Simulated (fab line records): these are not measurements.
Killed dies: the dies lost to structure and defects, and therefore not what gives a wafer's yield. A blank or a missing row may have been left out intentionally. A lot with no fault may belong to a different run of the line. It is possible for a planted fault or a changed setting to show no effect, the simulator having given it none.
The tool behind it: which one?	flow n5Finfet	60 wafers from 20 lots sampled at 6 of the route's 1938 steps

WHAT EACH GAUGE READ, for each wafer
The record holds no reading of a measuring or inspecting step that can be judged against a usual standard deviation.

WHICH TOOL RAN EACH LOT (tool, then ch and the chambers of the sampled wafers, then the start)
lot	N5_BEOL_M12_ETCH_59	N5_BEOL_M12_DESCUM_33	N5_BEOL_M12_ETCH_67	N5_BEOL_M12_ETCH_68	N5_BEOL_M12_CMP_49	N5_BEOL_M12_DEP_53
L075	rieDiel-05 ch 1,2, day 11 17:40	rieDiel-06 ch 1,2,3, day 11 18:33	rieDiel-06 ch 1,2,3, day 11 18:35	rieDiel-06 ch 1,2,3, day 11 18:44	cmp-04 ch 1,3, day 11 20:54	pecvd-03 ch 0,2, day 11 21:15
L076	rieDiel-06 ch 0,3, day 11 19:04	rieDiel-06 ch 1,2, day 11 19:57	rieDiel-06 ch 1,2, day 11 19:59	rieDiel-06 ch 1,2, day 11 20:08	cmp-04 ch 0,1, day 12 00:26	pecvd-03 ch 0,1,2, day 12 00:44
L078	rieDiel-06 ch 1,2, day 12 06:56	rieDiel-05 ch 0,1,3, day 12 08:15	rieDiel-05 ch 0,1,3, day 12 08:17	rieDiel-05 ch 0,1,3, day 12 08:26	cmp-04 ch 0,2, day 12 10:25	pecvd-01 ch 0,1, day 12 10:47
L080	rieDiel-06 ch 1,2, day 12 19:44	rieDiel-05 ch 0,1, day 12 20:45	rieDiel-05 ch 0,1, day 12 20:47	rieDiel-05 ch 0,1, day 12 20:56	cmp-01 ch 0,2, day 13 01:22	pecvd-02 ch 0,1,2, day 13 01:43
L081	rieDiel-04 ch 0,1, day 12 20:16	rieDiel-05 ch 0,1,3, day 12 21:14	rieDiel-05 ch 0,1,3, day 12 21:16	rieDiel-05 ch 0,1,3, day 12 21:25	cmp-02 ch 0,1,2, day 13 01:41	pecvd-01 ch 1,2, day 13 01:58
L082	rieDiel-05 ch 0,1,3, day 13 02:16	rieDiel-04 ch 0,1, day 13 03:16	rieDiel-04 ch 0,1, day 13 03:19	rieDiel-04 ch 0,1, day 13 03:27	cmp-02 ch 2,3, day 13 06:30	pecvd-01 ch 0,2, day 13 06:52
L083	rieDiel-06 ch 1,2,3, day 13 10:44	rieDiel-05 ch 0,1, day 13 11:45	rieDiel-05 ch 0,1, day 13 11:48	rieDiel-05 ch 0,1, day 13 12:01	cmp-02 ch 0,1,2, day 13 16:52	pecvd-03 ch 0,1,2, day 13 17:13
L085	rieDiel-06 ch 0,1,3, day 13 11:38	rieDiel-06 ch 0,1,2, day 13 12:57	rieDiel-06 ch 0,1,2, day 13 12:59	rieDiel-06 ch 0,1,2, day 13 13:08	cmp-04 ch 1,2,3, day 13 22:41	pecvd-02 ch 0,1, day 13 23:03
L088	rieDiel-05 ch 0,1,3, day 14 03:48	rieDiel-04 ch 1,3, day 14 04:44	rieDiel-04 ch 0,1, day 14 04:47	rieDiel-04 ch 1,2, day 14 04:56	cmp-04 ch 0,1,2, day 14 08:44	pecvd-02 ch 0,1, day 14 09:02
L084	rieDiel-06 ch 0,1,3, day 14 04:28	rieDiel-04 ch 1,2,3, day 14 05:31	rieDiel-04 ch 1,2,3, day 14 05:34	rieDiel-04 ch 1,2,3, day 14 05:42	cmp-01 ch 1,2,3, day 14 08:56	pecvd-02 ch 0,1,2, day 14 09:19
L086	rieDiel-05 ch 1,2, day 14 04:47	rieDiel-05 ch 0,1,2, day 14 05:50	rieDiel-05 ch 0,1,2, day 14 05:52	rieDiel-05 ch 0,1,2, day 14 06:01	cmp-04 ch 0,3, day 14 09:28	pecvd-02 ch 0,1,2, day 14 09:47
L089	rieDiel-04 ch 0,3, day 15 00:23	rieDiel-04 ch 0,2, day 15 01:24	rieDiel-04 ch 0,2, day 15 01:26	rieDiel-04 ch 0,2, day 15 01:35	cmp-01 ch 0,1,3, day 15 05:40	pecvd-02 ch 0,1,2, day 15 05:59
L087	rieDiel-06 ch 1,2, day 15 00:40	rieDiel-06 ch 1,2,3, day 15 01:33	rieDiel-06 ch 1,2,3, day 15 01:35	rieDiel-06 ch 1,2,3, day 15 01:44	cmp-04 ch 0,1,2, day 15 05:53	pecvd-01 ch 0,2, day 15 06:15
L090	rieDiel-05 ch 0,2,3, day 15 00:55	rieDiel-04 ch 0,1,2, day 15 01:55	rieDiel-04 ch 0,1,2, day 15 01:58	rieDiel-04 ch 0,1,2, day 15 02:06	cmp-02 ch 1,2,3, day 15 06:38	pecvd-02 ch 0,1,2, day 15 07:00
L092	rieDiel-05 ch 1,2,3, day 15 19:23	rieDiel-06 ch 1,2, day 15 20:16	rieDiel-06 ch 1,2, day 15 20:19	rieDiel-06 ch 1,2, day 15 20:28	cmp-04 ch 1,2, day 16 00:34	pecvd-01 ch 0,1,2, day 16 00:53
L094	rieDiel-05 ch 1,2,3, day 16 00:35	rieDiel-04 ch 0,2,3, day 16 01:50	rieDiel-04 ch 0,2,3, day 16 01:53	rieDiel-04 ch 0,2,3, day 16 02:01	cmp-01 ch 0,1,2, day 16 06:20	pecvd-01 ch 0,2, day 16 06:37
L093	rieDiel-06 ch 1,2,3, day 16 03:20	rieDiel-04 ch 0,1, day 16 04:19	rieDiel-04 ch 0,1, day 16 04:21	rieDiel-04 ch 0,1, day 16 04:30	cmp-02 ch 1,3, day 16 07:50	pecvd-01 ch 0,1,2, day 16 08:09
L096	rieDiel-04 ch 1,3, day 16 04:05	rieDiel-05 ch 0,1,2, day 16 05:05	rieDiel-05 ch 0,1,2, day 16 05:07	rieDiel-05 ch 0,1,2, day 16 05:16	cmp-02 ch 1,2, day 16 09:20	pecvd-01 ch 1,2, day 16 09:41
L095	rieDiel-05 ch 0,2, day 16 21:12	rieDiel-06 ch 1,2, day 16 22:19	rieDiel-06 ch 1,2, day 16 22:20	rieDiel-06 ch 1,2, day 16 22:29	cmp-04 ch 1,2, day 17 03:03	pecvd-02 ch 0,1,2, day 17 03:24
L097	rieDiel-05 ch 0,1,3, day 17 04:45	rieDiel-05 ch 0,2,3, day 17 06:02	rieDiel-05 ch 0,2,3, day 17 06:05	rieDiel-05 ch 0,2,3, day 17 06:14	cmp-02 ch 0,3, day 17 12:27	pecvd-03 ch 0,2, day 17 12:46
- N5_BEOL_M12_ETCH_59: etches BARC in N2/H2, target depth 89 nm, overetch 26.7 nm, time 67.9 s.
- N5_BEOL_M12_DESCUM_33: chemistry O2, time 7.9 s.
- N5_BEOL_M12_ETCH_67: etches SiARC in CF4, target depth 143 nm, time 238.3 s.
- N5_BEOL_M12_ETCH_68: etches SOC in N2/H2, time 285 s.
- N5_BEOL_M12_CMP_49: polishes, stops on SiOC, t overpolish 20.6 s, target thk 320 nm.
- N5_BEOL_M12_DEP_53: deposits SiCN from 3MS/NH3, target thk 30 nm, time 10.5 s.

WHAT THE TOOLS THEMSELVES READ (means of the sampled wafers that have a number; where no wafer has one, the mark that the record gives instead)
N5_BEOL_M12_ETCH_59. Usual: drypumpMotorCurrentA 5.8 A, standard deviation 0.49; oesProductAu 0.67 a.u., standard deviation 0.062; rfVppV 525.0 V, standard deviation 2.4; showerheadPlenumPTorr 2.58 Torr, standard deviation 0.087; throttleValvePct 17.8 %, standard deviation 0.39.
lot	tool	drypumpMotorCurrentA (A)	oesProductAu (a.u.)	rfVppV (V)	showerheadPlenumPTorr (Torr)	throttleValvePct (%)	flag
L075	rieDiel-05	5.6	0.66	522.9	2.52	17.8	
L076	rieDiel-06	5.9	0.61	525.6	2.63	18.2	
L078	rieDiel-06	6.3	0.71	525.6	2.60	17.6	
L080	rieDiel-06	6.1	0.73	524.2	2.52	17.4	
L081	rieDiel-04	5.5	0.78	524.0	2.56	17.7	
L082	rieDiel-05	6.0	0.64	527.3	2.62	17.7	
L083	rieDiel-06	5.8	0.67	525.0	2.58	17.7	
L085	rieDiel-06	6.0	0.62	526.3	2.64	18.0	
L088	rieDiel-05	6.0	0.71	526.8	2.62	17.6	
L084	rieDiel-06	5.9	0.62	525.7	2.64	18.0	
L086	rieDiel-05	5.7	0.62	524.1	2.57	18.1	
L089	rieDiel-04	5.4	0.68	521.5	2.48	17.8	
L087	rieDiel-06	6.1	0.71	524.3	2.52	17.4	
L090	rieDiel-05	5.8	0.71	525.0	2.56	17.4	
L092	rieDiel-05	5.7	0.68	523.9	2.55	17.7	
L094	rieDiel-05	5.7	0.67	524.3	2.55	17.7	
L093	rieDiel-06	5.8	0.66	524.9	2.57	17.7	
L096	rieDiel-04	6.1	0.68	525.2	2.58	17.8	
L095	rieDiel-05	5.9	0.66	525.1	2.58	17.6	
L097	rieDiel-05	5.9	0.67	526.9	2.61	17.7	

N5_BEOL_M12_DESCUM_33. Usual: drypumpMotorCurrentA 5.9 A, standard deviation 0.46; oesProductAu 0.80 a.u., standard deviation 0.075; rfVppV 243.8 V, standard deviation 1.3; showerheadPlenumPTorr 2.13 Torr, standard deviation 0.068; throttleValvePct 20.4 %, standard deviation 0.4.
lot	tool	drypumpMotorCurrentA (A)	oesProductAu (a.u.)	rfVppV (V)	showerheadPlenumPTorr (Torr)	throttleValvePct (%)	flag
L075	rieDiel-06	5.8	0.82	243.8	2.12	20.2	
L076	rieDiel-06	6.3	0.85	244.7	2.14	20.2	
L078	rieDiel-05	5.9	0.74	244.5	2.19	20.5	
L080	rieDiel-05	6.1	0.79	244.6	2.20	20.5	
L081	rieDiel-05	5.9	0.74	245.8	2.18	20.5	
L082	rieDiel-04	5.2	0.86	242.9	2.08	20.6	
L083	rieDiel-05	6.0	0.75	244.4	2.20	20.9	
L085	rieDiel-06	6.2	0.79	243.7	2.13	20.4	
L088	rieDiel-04	6.0	0.89	243.5	2.12	20.0	
L084	rieDiel-04	6.1	0.83	243.5	2.15	20.3	
L086	rieDiel-05	5.8	0.76	243.6	2.13	20.5	
L089	rieDiel-04	5.4	0.79	242.9	2.11	20.9	
L087	rieDiel-06	5.8	0.79	243.9	2.11	20.2	
L090	rieDiel-04	5.7	0.82	242.9	2.13	20.5	
L092	rieDiel-06	6.3	0.80	244.0	2.13	20.2	
L094	rieDiel-04	5.8	0.76	243.7	2.12	20.6	
L093	rieDiel-04	5.3	0.82	242.5	2.07	20.7	
L096	rieDiel-05	5.8	0.75	243.4	2.13	20.5	
L095	rieDiel-06	6.1	0.81	243.2	2.07	20.2	
L097	rieDiel-05	5.8	0.80	243.2	2.11	20.1	

N5_BEOL_M12_ETCH_67. Usual: drypumpMotorCurrentA 5.9 A, standard deviation 0.47; etchRfOnTimeS 238 s, standard deviation 5; oesProductAu 0.68 a.u., standard deviation 0.059; rfVppV 184.4 V, standard deviation 1.2; showerheadPlenumPTorr 2.17 Torr, standard deviation 0.059; throttleValvePct 15.54 %, standard deviation 0.27.
lot	tool	drypumpMotorCurrentA (A)	etchRfOnTimeS (s)	oesProductAu (a.u.)	rfVppV (V)	showerheadPlenumPTorr (Torr)	throttleValvePct (%)	flag
L075	rieDiel-06	5.8	233	0.70	184.4	2.19	15.46	
L076	rieDiel-06	6.3	230	0.73	184.9	2.21	15.47	
L078	rieDiel-05	5.9	238	0.64	185.4	2.22	15.58	
L080	rieDiel-05	6.1	240	0.67	184.7	2.24	15.57	
L081	rieDiel-05	6.0	242	0.63	185.4	2.21	15.60	
L082	rieDiel-04	5.3	240	0.74	183.5	2.11	15.59	
L083	rieDiel-05	5.9	237	0.64	185.0	2.22	15.83	
L085	rieDiel-06	6.2	237	0.67	183.8	2.19	15.62	
L088	rieDiel-04	5.2	239	0.73	184.1	2.11	15.60	
L084	rieDiel-04	6.1	238	0.70	185.4	2.19	15.43	
L086	rieDiel-05	5.8	239	0.66	184.4	2.18	15.65	
L089	rieDiel-04	5.4	236	0.68	183.4	2.12	15.78	
L087	rieDiel-06	5.8	237	0.67	185.0	2.18	15.53	
L090	rieDiel-04	5.7	241	0.70	184.9	2.16	15.59	
L092	rieDiel-06	6.3	235	0.68	185.1	2.20	15.54	
L094	rieDiel-04	5.8	235	0.66	183.9	2.14	15.66	
L093	rieDiel-04	5.3	239	0.71	183.5	2.11	15.63	
L096	rieDiel-05	5.8	241	0.64	183.5	2.17	15.68	
L095	rieDiel-06	6.1	237	0.69	184.6	2.15	15.52	
L097	rieDiel-05	5.8	240	0.69	184.4	2.16	15.32	

N5_BEOL_M12_ETCH_68. Usual: drypumpMotorCurrentA 5.9 A, standard deviation 0.45; oesProductAu 0.80 a.u., standard deviation 0.07; rfVppV 525.0 V, standard deviation 2.2; showerheadPlenumPTorr 2.58 Torr, standard deviation 0.085; throttleValvePct 17.6 %, standard deviation 0.34.
lot	tool	drypumpMotorCurrentA (A)	oesProductAu (a.u.)	rfVppV (V)	showerheadPlenumPTorr (Torr)	throttleValvePct (%)	flag
L075	rieDiel-06	5.8	0.81	524.7	2.59	17.5	
L076	rieDiel-06	6.3	0.84	526.3	2.60	17.5	
L078	rieDiel-05	6.0	0.74	526.0	2.63	17.6	
L080	rieDiel-05	6.1	0.78	527.9	2.64	17.6	
L081	rieDiel-05	5.9	0.74	526.8	2.62	17.6	
L082	rieDiel-04	5.3	0.85	523.4	2.49	17.6	
L083	rieDiel-05	6.0	0.75	526.1	2.64	18.0	
L085	rieDiel-06	6.3	0.79	525.7	2.58	17.7	
L088	rieDiel-04	6.0	0.86	526.1	2.63	17.7	
L084	rieDiel-04	6.1	0.82	525.4	2.62	17.7	
L086	rieDiel-05	5.8	0.76	525.4	2.58	17.7	
L089	rieDiel-04	5.4	0.78	523.8	2.51	17.8	
L087	rieDiel-06	5.8	0.78	525.0	2.58	17.6	
L090	rieDiel-04	5.7	0.81	523.9	2.57	17.7	
L092	rieDiel-06	6.3	0.79	525.6	2.58	17.5	
L094	rieDiel-04	5.9	0.76	523.4	2.56	17.8	
L093	rieDiel-04	5.3	0.82	523.9	2.48	17.7	
L096	rieDiel-05	5.8	0.75	524.3	2.57	17.7	
L095	rieDiel-06	6.1	0.81	524.4	2.51	17.3	
L097	rieDiel-05	5.8	0.80	524.6	2.55	17.3	

N5_BEOL_M12_CMP_49. Usual: barrierFieldEndpointS 30.3 s, standard deviation 1.1; headPressurePsi 1.0002 psi, standard deviation 0.0023; motorCurrentA 6.1 A, standard deviation 0.59; overpolishRunS 20.599 s, standard deviation 0.0094; slurryFilterDpKPa 13.51 kPa, standard deviation 0.14; slurryFlowMlMin 150.0, standard deviation 0.47.
lot	tool	barrierFieldEndpointS (s)	headPressurePsi (psi)	motorCurrentA (A)	overpolishRunS (s)	slurryFilterDpKPa (kPa)	slurryFlowMlMin	flag
L075	cmp-04	30.1	1.0005	6.8	20.606	13.48	149.8	
L076	cmp-04	30.3	1.0014	6.7	20.606	13.59	150.1	
L078	cmp-04	30.8	1.0018	5.9	20.603	13.50	150.3	
L080	cmp-01	29.7	1.0005	6.3	20.593	13.51	150.2	
L081	cmp-02	30.8	1.0001	6.4	20.596	13.49	150.0	
L082	cmp-02	32.2	1.0006	5.9	20.603	13.60	149.5	
L083	cmp-02	30.3	0.9996	6.2	20.597	13.43	149.9	
L085	cmp-04	30.4	0.9992	6.2	20.599	13.40	149.5	
L088	cmp-04	30.2	1.0007	6.0	20.603	13.35	150.0	
L084	cmp-01	30.1	1.0010	5.8	20.591	13.43	149.5	
L086	cmp-04	31.0	0.9999	6.3	20.598	13.53	150.1	
L089	cmp-01	31.3	0.9977	5.6	20.589	13.46	150.3	
L087	cmp-04	30.0	1.0033	6.2	20.605	13.60	150.2	
L090	cmp-02	29.8	1.0009	5.8	20.599	13.64	150.2	
L092	cmp-04	29.4	0.9992	6.3	20.590	13.53	149.8	
L094	cmp-01	30.0	0.9993	6.0	20.599	13.42	150.1	
L093	cmp-02	30.2	1.0011	6.0	20.600	13.56	149.8	
L096	cmp-02	29.2	1.0014	6.1	20.598	13.58	149.5	
L095	cmp-04	29.6	0.9976	5.7	20.598	13.61	150.4	
L097	cmp-02	29.8	1.0028	5.8	20.603	13.52	150.2	

N5_BEOL_M12_DEP_53. Usual: showerheadPlenumPTorr 4.154 Torr, standard deviation 0.015; throttleValvePct 17.5 %, standard deviation 1.1.
lot	tool	showerheadPlenumPTorr (Torr)	throttleValvePct (%)	flag
L075	pecvd-03	4.156	16.8	
L076	pecvd-03	4.147	17.9	
L078	pecvd-01	4.171	17.7	
L080	pecvd-02	4.134	16.6	
L081	pecvd-01	4.165	18.1	
L082	pecvd-01	4.172	17.6	
L083	pecvd-03	4.156	17.8	
L085	pecvd-02	4.136	16.9	
L088	pecvd-02	4.141	16.8	
L084	pecvd-02	4.146	16.3	
L086	pecvd-02	4.139	16.3	
L089	pecvd-02	4.133	16.6	
L087	pecvd-01	4.180	17.8	
L090	pecvd-02	4.144	16.4	
L092	pecvd-01	4.163	18.2	
L094	pecvd-01	4.165	17.8	
L093	pecvd-01	4.162	18.1	
L096	pecvd-01	4.165	18.5	
L095	pecvd-02	4.144	16.4	
L097	pecvd-03	4.164	17.3	

THE ANSWER, worked out from the rows above alone
Rule: take the mean of a lot's wafers that have a number; if it is more than 3 standard deviations from the usual mean, the lot is off. Also off: a lot with no number at a reading for which 4 or more lots have one. Any other lot the step has rows for is counted as sound. Order of review: gauges by route order, followed by the tools' own readings, for which a lot's mean as printed above is used. At the first step where some lot is off, the reading lying furthest off is the one used; lots without a number count as furthest.
Nothing can be told from this: no lot is off at any reading shown.

WHAT THE SIMULATOR PUT IN
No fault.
